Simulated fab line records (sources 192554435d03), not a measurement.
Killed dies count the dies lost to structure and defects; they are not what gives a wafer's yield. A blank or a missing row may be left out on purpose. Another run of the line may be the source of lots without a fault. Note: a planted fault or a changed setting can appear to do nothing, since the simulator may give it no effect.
fab line records | flow n5_finfet | part 1 of 2: steps 1 to 18 of 25
record lots=5 | wafers=15 | last_day=18
route steps=1938 shown BEOL_M6@1214
lots that met no fault: from a run of the same line without faults
start_h: the number of hours between the record's first day and the start of the first shown wafer of the lot | wait_h: hours elapsed since this lot's preceding step | " unchanged from the row above | L1.1+2: a row that stands for several wafers | - no value, or no start given | * or withheld: withheld | < > ~ a bound
route shown NAME@n: a module of which the file shows steps, and the number in the route of the first | usual: mean/standard deviation taken from wafers without a fault | same: alike in all rows | chamber/n: place in a boat | sites: each site's reading | _std_site: standard deviation across them | _edge_site: inner sites' mean taken away from outer sites' mean | radius_mm: for every site, how far away it sits from the centre of the wafer | mask NAME#n: copy n | behind: tool/chamber where the wafer was last shaped | hold: cause of the lot's hold/its duration in hours/its outcome | device: names the non-switching transistor (n, p or np) | end of line: the route-end tests of the same wafers | where a step has no rows: the recipe by itself | killed: the dies lost at the first sort to structure and to defects; this is not the yield of the wafer | map: shows each die of a wafer: x if killed, . if not, _ if none is there
set.NAME: the setting the step ran with; set.NAME@STEP: the setting that earlier step ran with | model.NAME: the simulator's own value behind a step, which no gauge read
a table for each step, a row for each wafer; lots at some steps of the route
services: from which hour (start_h, from the record's first day; less than 0 if before it) a tool's chamber was out of use, for how many hours, and why
## steps
# step N5_BEOL_M6_STRIP_67
# recipe chemistry=CF4 | resist=SiARC | power_w=300 | bias_power_w=75 | pressure_mtorr=50 | cf4_flow_sccm=150 | rf_frequency_hz=6e+07
# usual drypump_motor_current_A=5.5/0.37 | oes_product_au=0.79/0.086 | power_w=300.1/0.86 | rf_vpp_V=271.1/1.5 | showerhead_plenum_p_Torr=1.79/0.059 | throttle_valve_pct=13.55/0.22
lot.wafer | tool        | chamber | start_h | wait_h | drypump_motor_current_A | oes_product_au | power_w | rf_hours_counter_h | rf_vpp_V | showerhead_plenum_p_Torr | throttle_valve_pct
L079.2    | rie_diel-05 | 1       | 239.03  | 0.0    | 5.3                     | 0.82           | 298.2   | 101                | 274.2    | 1.88                     | 13.37
L079.3    | "           | 3       | "       | "      | 5.2                     | 0.83           | 299.8   | 67                 | 271.3    | 1.76                     | 13.46
L079.4    | "           | 0       | "       | "      | 5.4                     | 0.68           | 300.6   | 245                | 270.0    | 1.75                     | 13.77
L088.4    | rie_diel-01 | 2       | 270.22  | 0.0    | 5.3                     | 0.79           | 299.8   | 113                | 271.4    | 1.79                     | 13.27
L088.5    | "           | 2       | "       | "      | 5.3                     | 0.78           | 300.8   | -                  | 272.0    | 1.79                     | 13.27
L088.6    | "           | 1       | "       | "      | 6.1                     | 0.70           | 300.9   | -                  | 270.2    | 1.70                     | 13.83
L092.2    | rie_diel-01 | 2       | 309.18  | 0.0    | 5.3                     | 0.78           | 299.9   | 129                | 271.7    | 1.78                     | 13.29
L092.3    | "           | 1       | "       | "      | 6.0                     | 0.68           | 301.8   | 256                | 270.8    | 1.69                     | 13.88
L092.6    | "           | 0       | "       | "      | 5.2                     | 0.96           | 300.9   | -                  | 272.3    | 1.84                     | 13.32
L096.2    | rie_diel-06 | 2       | 330.53  | 0.0    | 5.9                     | 0.80           | 298.9   | 123                | 269.0    | 1.72                     | 13.57
L096.4    | "           | 0       | "       | "      | 5.5                     | 0.72           | 298.7   | 201                | 269.6    | 1.72                     | 13.89
L096.5    | "           | 1       | "       | "      | 5.6                     | 0.86           | 299.9   | -                  | 271.9    | 1.75                     | 13.42
L094.2    | rie_diel-01 | 0       | 334.25  | 0.0    | 5.2                     | 0.92           | 300.5   | 13                 | 273.3    | 1.83                     | 13.35
L094.3    | "           | 3       | "       | "      | 6.5                     | 0.98           | 299.3   | 6                  | 272.3    | 1.82                     | 12.94
L094.6    | "           | 1       | "       | "      | 6.0                     | 0.68           | 300.0   | -                  | 269.0    | 1.69                     | 13.92
# step N5_BEOL_M6_HM_OPEN_17
# recipe chemistry=Cl2/BCl3 | target_depth_a=200 | overetch_a=60 | target=TiN | mask_material=SOC | ion_energy_ev=150 | pressure_mtorr=10 | icp_w=1000 | bias_w=126 | Cl2_flow_sccm=53.25 | bcl3_flow_sccm=21.75 | Ar_flow_sccm=25
# usual drypump_motor_current_A=5.6/0.38 | mfc_cl2_sccm=53.23/0.16 | oes_product_au=0.70/0.052 | throttle_valve_pct=21.98/0.24
lot.wafer | tool         | chamber | start_h | wait_h | drypump_motor_current_A | mfc_cl2_sccm | oes_product_au | rf_hours_counter_h | throttle_valve_pct
L079.2    | rie_metal-03 | 0       | 239.10  | 0.1    | 6.3                     | 52.98        | 0.71           | -                  | 21.86
L079.3    | "            | 0       | "       | "      | 6.4                     | 53.27        | 0.71           | -                  | 21.85
L079.4    | "            | 0       | "       | "      | 6.3                     | 53.10        | 0.71           | -                  | 21.83
L088.4    | rie_metal-03 | 1       | 270.35  | 0.1    | 5.8                     | 53.28        | 0.67           | -                  | 22.20
L088.5    | "            | 1       | "       | "      | 5.8                     | 53.02        | 0.67           | -                  | 22.21
L088.6    | "            | 1       | "       | "      | 5.8                     | 53.41        | 0.66           | -                  | 22.23
L092.2    | rie_metal-03 | 1       | 309.22  | 0.0    | 5.8                     | 52.99        | 0.66           | 50                 | 22.20
L092.3    | "            | 1       | "       | "      | 5.8                     | 53.06        | 0.66           | -                  | 22.22
L092.6    | "            | 0       | "       | "      | 6.3                     | 53.46        | 0.70           | -                  | 21.84
L096.2    | rie_metal-02 | 1       | 330.57  | 0.0    | 5.3                     | 53.11        | 0.70           | 31                 | 22.17
L096.4    | "            | 1       | "       | "      | 5.3                     | 53.17        | 0.68           | -                  | 22.19
L096.5    | "            | 0       | "       | "      | 5.2                     | 53.39        | 0.74           | -                  | 21.59
L094.2    | rie_metal-03 | 0       | 334.29  | 0.0    | 6.3                     | 53.19        | 0.68           | 33                 | 21.90
L094.3    | "            | 1       | "       | "      | 5.8                     | 53.06        | 0.64           | -                  | 22.24
L094.6    | "            | 0       | "       | "      | 6.3                     | 53.22        | 0.69           | -                  | 21.87
# step N5_BEOL_M6_STRIP_19
# recipe chemistry=O2 | power_w=400 | temp_c=40 | pressure_mtorr=30 | rf_frequency_hz=6e+07 | bias_power_w=0 | overash_fraction=0.2 | o2_flow_sccm=225
# usual drypump_motor_current_A=5.6/0.43 | oes_product_au=0.78/0.09 | rf_vpp_V=3.6/0.63 | showerhead_plenum_p_Torr=2.09/0.066 | throttle_valve_pct=16.65/0.26
lot.wafer | tool        | chamber | start_h | wait_h | drypump_motor_current_A | oes_product_au | rf_hours_counter_h | rf_vpp_V | showerhead_plenum_p_Torr | throttle_valve_pct
L079.2    | rie_diel-06 | 0       | 239.30  | 0.2    | 5.6                     | 0.75           | 170                | 4.3      | 2.02                     | 16.93
L079.3    | "           | 3       | "       | "      | 5.5                     | 0.71           | 194                | 3.9      | 2.19                     | 16.72
L079.4    | "           | 2       | "       | "      | 5.9                     | 0.85           | 90                 | 4.2      | 2.04                     | 16.70
L088.4    | rie_diel-06 | 0       | 270.51  | 0.1    | 5.5                     | 0.74           | -                  | 2.3      | 2.02                     | 16.95
L088.5    | "           | 2       | "       | "      | 5.9                     | 0.81           | -                  | 4.7      | 2.03                     | 16.71
L088.6    | "           | 1       | "       | "      | 5.6                     | 0.91           | -                  | 4.2      | 2.06                     | 16.56
L092.2    | rie_diel-05 | 3       | 309.33  | 0.1    | 5.2                     | 0.81           | 93                 | 2.9      | 2.01                     | 16.44
L092.3    | "           | 1       | "       | "      | 5.3                     | 0.80           | 126                | 2.9      | 2.17                     | 16.35
L092.6    | "           | 1       | "       | "      | 5.3                     | 0.79           | -                  | 3.1      | 2.17                     | 16.36
L096.2    | rie_diel-06 | 1       | 330.78  | 0.2    | 5.5                     | 0.87           | 67                 | 3.3      | 2.05                     | 16.60
L096.4    | "           | 2       | "       | "      | 5.8                     | 0.79           | 123                | 3.9      | 2.03                     | 16.76
L096.5    | "           | 2       | "       | "      | 5.8                     | 0.80           | -                  | 3.5      | 2.03                     | 16.74
L094.2    | rie_diel-01 | 0       | 334.40  | 0.1    | 5.2                     | 0.92           | 13                 | 3.2      | 2.15                     | 16.51
L094.3    | "           | 1       | "       | "      | 6.0                     | 0.67           | 267                | 2.7      | 2.01                     | 17.19
L094.6    | "           | 3       | "       | "      | 6.6                     | 0.98           | -                  | 4.1      | 2.15                     | 16.11
# step N5_BEOL_M6_CD_MEAS_18
# recipe pitch_nm=80 | target_cd_nm=40
# usual cd_nm=40.1/0.78
lot.wafer | tool      | chamber | start_h | wait_h | cd_nm
L079.2    | cd_sem-03 | -       | 239.37  | 0.1    | 40.6
L079.3    | "         | -       | "       | "      | 40.9
L079.4    | "         | -       | "       | "      | 41.6
L088.4    | cd_sem-02 | -       | 270.56  | 0.0    | 38.5
L088.5    | "         | -       | "       | "      | 40.4
L088.6    | "         | -       | "       | "      | 40.4
L092.2    | cd_sem-01 | -       | 309.41  | 0.1    | 39.0
L092.3    | "         | -       | "       | "      | 40.2
L092.6    | "         | -       | "       | "      | 39.5
L096.2    | cd_sem-02 | -       | 330.86  | 0.1    | 41.0
L096.4    | "         | -       | "       | "      | 41.6
L096.5    | "         | -       | "       | "      | 41.9
L094.2    | cd_sem-02 | -       | 334.48  | 0.1    | 40.2
L094.3    | "         | -       | "       | "      | 39.3
L094.6    | "         | -       | "       | "      | 39.8
# step N5_BEOL_M6_COAT_63
# recipe resist=SOC | temp_c=250 | time_s=60 | spin_rpm=1500 | resist_thk_nm=60
# usual chill_plate_temp_C=23.01/0.091 | dispense_pressure_kPa=52/4.6 | resist_line_temp_C=22.99/0.096
lot.wafer | tool           | chamber | start_h | wait_h | chill_plate_temp_C | dispense_pressure_kPa | resist_line_temp_C
L079.2    | litho_track-05 | 0       | 241.30  | 1.9    | 23.00              | 58                    | 23.01
L079.3    | "              | 0       | "       | "      | 23.07              | 58                    | 23.06
L079.4    | "              | 0       | "       | "      | 23.11              | 58                    | 23.04
L088.4    | litho_track-03 | 0       | 273.08  | 2.5    | 22.88              | 47                    | 22.98
L088.5    | "              | 0       | "       | "      | 22.96              | 47                    | 22.90
L088.6    | "              | 0       | "       | "      | 22.98              | 47                    | 23.04
L092.2    | litho_track-02 | 0       | 309.44  | 0.0    | 22.98              | 50                    | 22.87
L092.3    | "              | 0       | "       | "      | 22.90              | 50                    | 23.05
L092.6    | "              | 0       | "       | "      | 22.98              | 50                    | 23.04
L096.2    | litho_track-02 | 0       | 330.95  | 0.1    | 23.06              | 50                    | 23.09
L096.4    | "              | 0       | "       | "      | 22.99              | 50                    | 22.92
L096.5    | "              | 0       | "       | "      | 22.88              | 50                    | 22.94
L094.2    | litho_track-03 | 0       | 335.46  | 1.0    | 23.05              | 47                    | 23.01
L094.3    | "              | 0       | "       | "      | 22.90              | 47                    | 23.03
L094.6    | "              | 0       | "       | "      | 22.96              | 47                    | 22.96
# step N5_BEOL_M6_COAT_64
# recipe resist=SiARC | temp_c=220 | time_s=60 | spin_rpm=1500 | resist_thk_nm=12
# usual chill_plate_temp_C=22.98/0.096 | dispense_pressure_kPa=52/4.6 | resist_line_temp_C=23.01/0.1
lot.wafer | tool           | chamber | start_h | wait_h | chill_plate_temp_C | dispense_pressure_kPa | resist_line_temp_C
L079.2    | litho_track-05 | 0       | -       | -      | 23.10              | 58                    | 23.07
L079.3    | "              | 0       | "       | "      | 22.95              | 58                    | 22.99
L079.4    | "              | 0       | "       | "      | 23.08              | 58                    | 23.03
L088.4    | litho_track-03 | 0       | -       | -      | 22.89              | 47                    | 23.10
L088.5    | "              | 0       | "       | "      | 22.84              | 47                    | 22.93
L088.6    | "              | 0       | "       | "      | 23.02              | 47                    | 23.00
L092.2    | litho_track-02 | 0       | -       | -      | 22.99              | 50                    | 23.11
L092.3    | "              | 0       | "       | "      | 23.04              | 50                    | 23.02
L092.6    | "              | 0       | "       | "      | 22.98              | 50                    | 23.10
L096.2    | litho_track-02 | 0       | -       | -      | 22.90              | 50                    | 23.10
L096.4    | "              | 0       | "       | "      | 22.94              | 50                    | 23.14
L096.5    | "              | 0       | "       | "      | 22.85              | 50                    | 23.07
L094.2    | litho_track-03 | 0       | -       | -      | 23.05              | 47                    | 23.06
L094.3    | "              | 0       | "       | "      | 22.97              | 47                    | 23.04
L094.6    | "              | 0       | "       | "      | 23.10              | 47                    | 22.97
# step N5_BEOL_M6_COAT_71
# recipe resist=underlayer | temp_c=205 | time_s=60 | spin_rpm=1500 | resist_thk_nm=5
# usual chill_plate_temp_C=23.02/0.12 | dispense_pressure_kPa=52/4.6 | resist_line_temp_C=23.04/0.11
lot.wafer | tool           | chamber | start_h | wait_h | chill_plate_temp_C | dispense_pressure_kPa | resist_line_temp_C
L079.2    | litho_track-05 | 0       | -       | -      | 22.94              | 58                    | 22.92
L079.3    | "              | 0       | "       | "      | 23.02              | 58                    | 23.04
L079.4    | "              | 0       | "       | "      | 22.98              | 58                    | 23.00
L088.4    | litho_track-03 | 0       | -       | -      | 23.08              | 47                    | 23.23
L088.5    | "              | 0       | "       | "      | 23.00              | 47                    | 23.13
L088.6    | "              | 0       | "       | "      | 23.06              | 47                    | 23.19
L092.2    | litho_track-02 | 0       | -       | -      | 23.21              | 50                    | 22.98
L092.3    | "              | 0       | "       | "      | 23.24              | 50                    | 22.99
L092.6    | "              | 0       | "       | "      | 23.07              | 50                    | 23.17
L096.2    | litho_track-02 | 0       | -       | -      | 23.06              | 50                    | 23.23
L096.4    | "              | 0       | "       | "      | 23.06              | 50                    | 23.05
L096.5    | "              | 0       | "       | "      | 22.99              | 50                    | 23.05
L094.2    | litho_track-03 | 0       | -       | -      | 23.09              | 47                    | 23.21
L094.3    | "              | 0       | "       | "      | 23.08              | 47                    | 23.12
L094.6    | "              | 0       | "       | "      | 22.99              | 47                    | 23.14
# step N5_BEOL_M6_COAT_22
# recipe resist=CAR-EUV | spin_rpm=1500 | resist_thk_nm=30
# usual chill_plate_temp_C=23.00/0.12 | dispense_pressure_kPa=52/4.6 | resist_line_temp_C=23.02/0.11
lot.wafer | tool           | chamber | start_h | wait_h | chill_plate_temp_C | dispense_pressure_kPa | resist_line_temp_C
L079.2    | litho_track-05 | 0       | -       | -      | 23.13              | 58                    | 22.91
L079.3    | "              | 0       | "       | "      | 22.96              | 58                    | 23.14
L079.4    | "              | 0       | "       | "      | 23.02              | 58                    | 22.89
L088.4    | litho_track-03 | 0       | -       | -      | 23.09              | 47                    | 22.98
L088.5    | "              | 0       | "       | "      | 23.17              | 47                    | 23.07
L088.6    | "              | 0       | "       | "      | 23.15              | 47                    | 23.05
L092.2    | litho_track-02 | 0       | -       | -      | 22.88              | 50                    | 23.01
L092.3    | "              | 0       | "       | "      | 22.89              | 50                    | 23.10
L092.6    | "              | 0       | "       | "      | 22.95              | 50                    | 23.10
L096.2    | litho_track-02 | 0       | -       | -      | 23.32              | 50                    | 23.24
L096.4    | "              | 0       | "       | "      | 23.21              | 50                    | 22.99
L096.5    | "              | 0       | "       | "      | 23.16              | 50                    | 23.04
L094.2    | litho_track-03 | 0       | -       | -      | 22.71              | 47                    | 23.15
L094.3    | "              | 0       | "       | "      | 22.86              | 47                    | 23.21
L094.6    | "              | 0       | "       | "      | 22.92              | 47                    | 23.09
# step N5_BEOL_M6_EBR_24
# recipe solvent=PGMEA | ebr_width_mm=1.5
# usual chill_plate_temp_C=22.99/0.11 | resist_line_temp_C=23.02/0.12
lot.wafer | tool           | chamber | start_h | wait_h | chill_plate_temp_C | resist_line_temp_C
L079.2    | litho_track-05 | 0       | -       | -      | 22.88              | 23.02
L079.3    | "              | 0       | "       | "      | 23.01              | 23.01
L079.4    | "              | 0       | "       | "      | 22.95              | 23.10
L088.4    | litho_track-03 | 0       | -       | -      | 23.08              | 22.94
L088.5    | "              | 0       | "       | "      | 23.12              | 22.87
L088.6    | "              | 0       | "       | "      | 23.04              | 23.00
L092.2    | litho_track-02 | 0       | -       | -      | 22.96              | 23.07
L092.3    | "              | 0       | "       | "      | 22.92              | 23.00
L092.6    | "              | 0       | "       | "      | 22.94              | 23.15
L096.2    | litho_track-02 | 0       | -       | -      | 22.93              | 23.16
L096.4    | "              | 0       | "       | "      | 22.98              | 23.12
L096.5    | "              | 0       | "       | "      | 22.90              | 23.16
L094.2    | litho_track-03 | 0       | -       | -      | 23.16              | 23.07
L094.3    | "              | 0       | "       | "      | 22.99              | 22.97
L094.6    | "              | 0       | "       | "      | 22.97              | 23.17
# step N5_BEOL_M6_SOFTBAKE_23
# recipe temp_c=110 | time_s=60 | resist=CAR-EUV
# usual chill_plate_temp_C=23.00/0.091 | resist_line_temp_C=22.98/0.12
lot.wafer | tool           | chamber | start_h | wait_h | chill_plate_temp_C | resist_line_temp_C
L079.2    | litho_track-05 | 0       | -       | -      | 23.02              | 23.13
L079.3    | "              | 0       | "       | "      | 22.99              | 23.03
L079.4    | "              | 0       | "       | "      | 22.91              | 22.97
L088.4    | litho_track-03 | 0       | -       | -      | 23.07              | 22.89
L088.5    | "              | 0       | "       | "      | 23.02              | 22.92
L088.6    | "              | 0       | "       | "      | 22.88              | 23.03
L092.2    | litho_track-02 | 0       | -       | -      | 23.14              | 22.88
L092.3    | "              | 0       | "       | "      | 23.24              | 22.82
L092.6    | "              | 0       | "       | "      | 23.22              | 22.93
L096.2    | litho_track-02 | 0       | -       | -      | 23.12              | 22.91
L096.4    | "              | 0       | "       | "      | 23.02              | 22.91
L096.5    | "              | 0       | "       | "      | 23.24              | 22.82
L094.2    | litho_track-03 | 0       | -       | -      | 23.09              | 23.00
L094.3    | "              | 0       | "       | "      | 22.98              | 22.91
L094.6    | "              | 0       | "       | "      | 22.90              | 23.19
# step N5_BEOL_M6_EXPOSE_25
# recipe mask_id=V5 | na=0.33 | source_shape=annular | sigma_inner=0.4 | sigma_outer=0.8 | polarization=unpolarized | target_cd_nm=40 | dose_mj=45
# usual reticle_temp_C=23.00/0.093
# same sigma_inner=0.4
lot.wafer | tool           | chamber | start_h | wait_h | mask | reticle_temp_C
L079.2    | euv_scanner-02 | 0       | 241.56  | -      | V5#0 | 22.88
L079.3    | "              | 0       | "       | "      | V5#0 | 23.11
L079.4    | "              | 0       | "       | "      | V5#0 | 23.08
L088.4    | euv_scanner-01 | 0       | 273.24  | -      | V5#0 | 23.06
L088.5    | "              | 0       | "       | "      | V5#0 | 22.92
L088.6    | "              | 0       | "       | "      | V5#0 | 23.03
L092.2    | euv_scanner-01 | 0       | 309.58  | -      | V5#0 | 22.88
L092.3    | "              | 0       | "       | "      | V5#0 | 22.97
L092.6    | "              | 0       | "       | "      | V5#0 | 23.06
L096.2    | euv_scanner-02 | 0       | 331.22  | -      | V5#0 | 23.09
L096.4    | "              | 0       | "       | "      | V5#0 | 23.01
L096.5    | "              | 0       | "       | "      | V5#0 | 22.92
L094.2    | euv_scanner-02 | 0       | 335.62  | -      | V5#0 | 22.88
L094.3    | "              | 0       | "       | "      | V5#0 | 22.94
L094.6    | "              | 0       | "       | "      | V5#0 | 22.86
# step N5_BEOL_M6_PEB_26
# recipe peb_temp_c=100 | peb_time_s=60 | resist=CAR-EUV
# usual chill_plate_temp_C=23.01/0.11 | resist_line_temp_C=23.01/0.11
lot.wafer | tool           | chamber | start_h | wait_h | chill_plate_temp_C | resist_line_temp_C
L079.2    | litho_track-03 | 0       | 241.63  | 0.1    | 22.95              | 23.04
L079.3    | "              | 0       | "       | "      | 23.01              | 23.16
L079.4    | "              | 0       | "       | "      | 23.11              | 22.89
L088.4    | litho_track-03 | 0       | 273.29  | 0.0    | 22.97              | 23.09
L088.5    | "              | 0       | "       | "      | 22.98              | 23.19
L088.6    | "              | 0       | "       | "      | 22.98              | 23.14
L092.2    | litho_track-05 | 0       | 309.64  | 0.1    | 22.85              | 22.75
L092.3    | "              | 0       | "       | "      | 23.01              | 22.91
L092.6    | "              | 0       | "       | "      | 23.01              | 22.82
L096.2    | litho_track-03 | 0       | 331.28  | 0.1    | 22.90              | 23.05
L096.4    | "              | 0       | "       | "      | 22.86              | 23.05
L096.5    | "              | 0       | "       | "      | 22.85              | 23.13
L094.2    | litho_track-02 | 0       | 335.68  | 0.1    | 22.95              | 23.00
L094.3    | "              | 0       | "       | "      | 23.04              | 23.07
L094.6    | "              | 0       | "       | "      | 22.97              | 22.99
# step N5_BEOL_M6_DEVELOP_27
# recipe develop_time_s=30 | developer=TMAH | resist=CAR-EUV | rinse_liquid=surfactant_rinse | dry=air_spin | dev_temp_c=23
# usual chill_plate_temp_C=22.98/0.11 | resist_line_temp_C=23.01/0.099
lot.wafer | tool           | chamber | start_h | wait_h | chill_plate_temp_C | resist_line_temp_C
L079.2    | litho_track-03 | 0       | -       | -      | 22.59              | 23.02
L079.3    | "              | 0       | "       | "      | 23.00              | 23.06
L079.4    | "              | 0       | "       | "      | 22.86              | 22.95
L088.4    | litho_track-03 | 0       | -       | -      | 22.88              | 23.04
L088.5    | "              | 0       | "       | "      | 23.01              | 23.17
L088.6    | "              | 0       | "       | "      | 23.09              | 23.14
L092.2    | litho_track-05 | 0       | -       | -      | 22.75              | 22.96
L092.3    | "              | 0       | "       | "      | 22.78              | 23.00
L092.6    | "              | 0       | "       | "      | 22.90              | 23.03
L096.2    | litho_track-03 | 0       | -       | -      | 22.76              | 23.07
L096.4    | "              | 0       | "       | "      | 22.89              | 23.05
L096.5    | "              | 0       | "       | "      | 22.82              | 23.10
L094.2    | litho_track-02 | 0       | -       | -      | 23.03              | 23.11
L094.3    | "              | 0       | "       | "      | 23.09              | 23.05
L094.6    | "              | 0       | "       | "      | 23.10              | 23.13
# step N5_BEOL_M6_CD_MEAS_28
# recipe target_cd_nm=40 | landing_energy_ev=500 | detector=se_inlens
# usual cd_nm=40.11/0.27
lot.wafer | tool      | chamber | start_h | wait_h | cd_nm
L079.2    | cd_sem-03 | 0       | 241.70  | -      | 40.05
L079.3    | "         | 0       | "       | "      | 40.21
L079.4    | "         | 0       | "       | "      | 39.72
L088.4    | cd_sem-03 | 0       | 273.36  | -      | 40.39
L088.5    | "         | 0       | "       | "      | 40.39
L088.6    | "         | 0       | "       | "      | 40.03
L092.2    | cd_sem-02 | 0       | 309.71  | -      | 39.74
L092.3    | "         | 0       | "       | "      | 40.18
L092.6    | "         | 0       | "       | "      | 39.80
L096.2    | cd_sem-03 | 0       | 331.35  | -      | 40.42
L096.4    | "         | 0       | "       | "      | 40.25
L096.5    | "         | 0       | "       | "      | 40.48
L094.2    | cd_sem-03 | 0       | 335.75  | -      | 39.52
L094.3    | "         | 0       | "       | "      | 40.02
L094.6    | "         | 0       | "       | "      | 39.60
# step N5_BEOL_M6_OVL_MEAS_29
# recipe points_per_wafer=522
# usual V5_OVL=0.1/0.84
lot.wafer | tool       | chamber | start_h | wait_h | V5_OVL[nm]
L079.2    | overlay-01 | 0       | 241.73  | 0.0    | 0.2
L079.3    | "          | 0       | "       | "      | -0.8
L079.4    | "          | 0       | "       | "      | 0.1
L088.4    | overlay-02 | 0       | 273.40  | 0.0    | -0.1
L088.5    | "          | 0       | "       | "      | 0.5
L088.6    | "          | 0       | "       | "      | 0.2
L092.2    | overlay-02 | 0       | 309.75  | 0.0    | 0.9
L092.3    | "          | 0       | "       | "      | -0.1
L092.6    | "          | 0       | "       | "      | -1.1
L096.2    | overlay-02 | 0       | 331.39  | 0.0    | 0.2
L096.4    | "          | 0       | "       | "      | 1.1
L096.5    | "          | 0       | "       | "      | 0.9
L094.2    | overlay-01 | 0       | 335.78  | 0.0    | -0.7
L094.3    | "          | 0       | "       | "      | -0.7
L094.6    | "          | 0       | "       | "      | -1.7
# step N5_BEOL_M6_INSPECT_30
# recipe mode=adi | inspect_instrument=brightfield
# usual raw_defect_count=404/100
lot.wafer | tool              | chamber | start_h | wait_h | raw_defect_count
L079.2    | defect_inspect-01 | -       | 241.78  | 0.0    | 272
L079.3    | "                 | -       | "       | "      | 261
L079.4    | "                 | -       | "       | "      | 294
L088.4    | defect_inspect-01 | -       | 273.44  | 0.0    | 342
L088.5    | "                 | -       | "       | "      | 258
L088.6    | "                 | -       | "       | "      | 355
L092.2    | defect_inspect-01 | -       | 309.80  | 0.0    | 406
L092.3    | "                 | -       | "       | "      | 385
L092.6    | "                 | -       | "       | "      | 330
L096.2    | defect_inspect-02 | -       | 331.44  | 0.0    | 317
L096.4    | "                 | -       | "       | "      | 408
L096.5    | "                 | -       | "       | "      | 359
L094.2    | defect_inspect-02 | -       | 335.84  | 0.0    | 428
L094.3    | "                 | -       | "       | "      | 451
L094.6    | "                 | -       | "       | "      | 464
# step N5_BEOL_M6_DESCUM_33
# recipe chemistry=O2 | time_s=7 | source_power_w=50 | bias_power_w=20 | pressure_mtorr=20 | rf_frequency_hz=2.712e+07 | temp_c=40 | resist=CAR-EUV | o2_flow_sccm=225
# usual drypump_motor_current_A=5.6/0.44 | oes_product_au=0.77/0.084 | rf_vpp_V=243.0/1.3 | showerhead_plenum_p_Torr=2.09/0.066 | throttle_valve_pct=20.39/0.29
lot.wafer | tool        | chamber | start_h | wait_h | drypump_motor_current_A | oes_product_au | rf_hours_counter_h | rf_vpp_V | showerhead_plenum_p_Torr | throttle_valve_pct
L079.2    | rie_diel-01 | 3       | 242.24  | 0.5    | 6.6                     | 0.67           | 228                | 244.0    | 2.16                     | 20.16
L079.3    | "           | 2       | "       | "      | 5.3                     | 0.82           | 103                | 243.3    | 2.10                     | 20.03
L079.4    | "           | 0       | "       | "      | 5.2                     | 0.69           | 240                | 243.1    | 2.16                     | 20.68
L088.4    | rie_diel-05 | 3       | 273.47  | 0.0    | 5.2                     | 0.82           | 80                 | 243.1    | 2.01                     | 20.12
L088.5    | "           | 1       | "       | "      | 5.3                     | 0.80           | -                  | 244.0    | 2.17                     | 20.00
L088.6    | "           | 0       | "       | "      | 5.4                     | 0.98           | -                  | 243.0    | 2.05                     | 20.18
L092.2    | rie_diel-06 | 2       | 309.83  | 0.0    | 5.9                     | 0.80           | 114                | 241.8    | 2.02                     | 20.52
L092.3    | "           | 3       | "       | "      | 5.5                     | 0.70           | 219                | 243.4    | 2.18                     | 20.46
L092.6    | "           | 2       | "       | "      | 5.9                     | 0.81           | -                  | 243.6    | 2.03                     | 20.51
L096.2    | rie_diel-06 | 0       | 331.55  | 0.1    | 5.5                     | 0.73           | 202                | 241.8    | 2.01                     | 20.78
L096.4    | "           | 1       | "       | "      | 5.6                     | 0.87           | 67                 | 243.6    | 2.05                     | 20.38
L096.5    | "           | 3       | "       | "      | 5.5                     | 0.70           | -                  | 242.7    | 2.17                     | 20.50
L094.2    | rie_diel-01 | 3       | 335.87  | 0.0    | 6.6                     | 0.98           | 6                  | 242.5    | 2.14                     | 19.91
L094.3    | "           | 1       | "       | "      | 6.0                     | 0.68           | 267                | 242.0    | 2.00                     | 20.94
L094.6    | "           | 0       | "       | "      | 5.2                     | 0.91           | -                  | 245.3    | 2.15                     | 20.37
# step N5_BEOL_M6_ETCH_72
# recipe chemistry=N2/H2 | target=underlayer | target_depth_a=65 | mask_material=CAR-EUV | time_s=5.2 | ion_energy_ev=200 | pressure_mtorr=30 | source_w=840 | bias_w=150 | n2_flow_sccm=200 | h2_flow_sccm=200 | ends=cleared
# usual drypump_motor_current_A=5.6/0.44 | etch_rf_on_time_s=5.16/0.18 | oes_product_au=0.66/0.074 | rf_vpp_V=523.7/2.7 | showerhead_plenum_p_Torr=2.53/0.083 | throttle_valve_pct=17.74/0.25
lot.wafer | tool        | chamber | start_h | wait_h | drypump_motor_current_A | etch_rf_on_time_s | oes_product_au | rf_hours_counter_h | rf_vpp_V | showerhead_plenum_p_Torr | throttle_valve_pct
L079.2    | rie_diel-01 | 3       | 242.28  | 0.0    | 6.6                     | 5.44              | 0.56           | 228                | 525.8    | 2.59                     | 17.35
L079.3    | "           | 2       | "       | "      | 5.3                     | 5.09              | 0.68           | 103                | 525.8    | 2.56                     | 17.54
L079.4    | "           | 0       | "       | "      | 5.2                     | 5.11              | 0.60           | 240                | 526.1    | 2.59                     | 17.97
L088.4    | rie_diel-05 | 3       | 273.51  | 0.0    | 5.2                     | 5.10              | 0.70           | 80                 | 521.9    | 2.48                     | 17.69
L088.5    | "           | 1       | "       | "      | 5.3                     | 5.06              | 0.70           | -                  | 526.4    | 2.65                     | 17.48
L088.6    | "           | 0       | "       | "      | 5.4                     | 5.15              | 0.86           | -                  | 520.5    | 2.52                     | 17.72
L092.2    | rie_diel-06 | 2       | 309.87  | 0.0    | 5.9                     | 4.91              | 0.71           | 114                | 522.0    | 2.43                     | 17.62
L092.3    | "           | 3       | "       | "      | 5.5                     | 5.33              | 0.60           | 219                | 527.5    | 2.62                     | 17.81
L092.6    | "           | 2       | "       | "      | 5.9                     | 4.99              | 0.71           | -                  | 521.3    | 2.43                     | 17.66
L096.2    | rie_diel-06 | 0       | 331.59  | 0.0    | 5.5                     | 4.89              | 0.63           | 202                | 518.9    | 2.41                     | 17.95
L096.4    | "           | 1       | "       | "      | 5.6                     | 5.20              | 0.73           | 67                 | 523.0    | 2.49                     | 17.74
L096.5    | "           | 3       | "       | "      | 5.5                     | 5.35              | 0.59           | -                  | 524.5    | 2.62                     | 17.84
L094.2    | rie_diel-01 | 3       | 335.90  | 0.0    | 6.6                     | 5.29              | 0.84           | 6                  | 526.3    | 2.57                     | 17.02
L094.3    | "           | 1       | "       | "      | 6.0                     | 5.26              | 0.57           | 267                | 522.2    | 2.40                     | 18.29
L094.6    | "           | 0       | "       | "      | 5.2                     | 5.06              | 0.80           | -                  | 523.1    | 2.58                     | 17.64
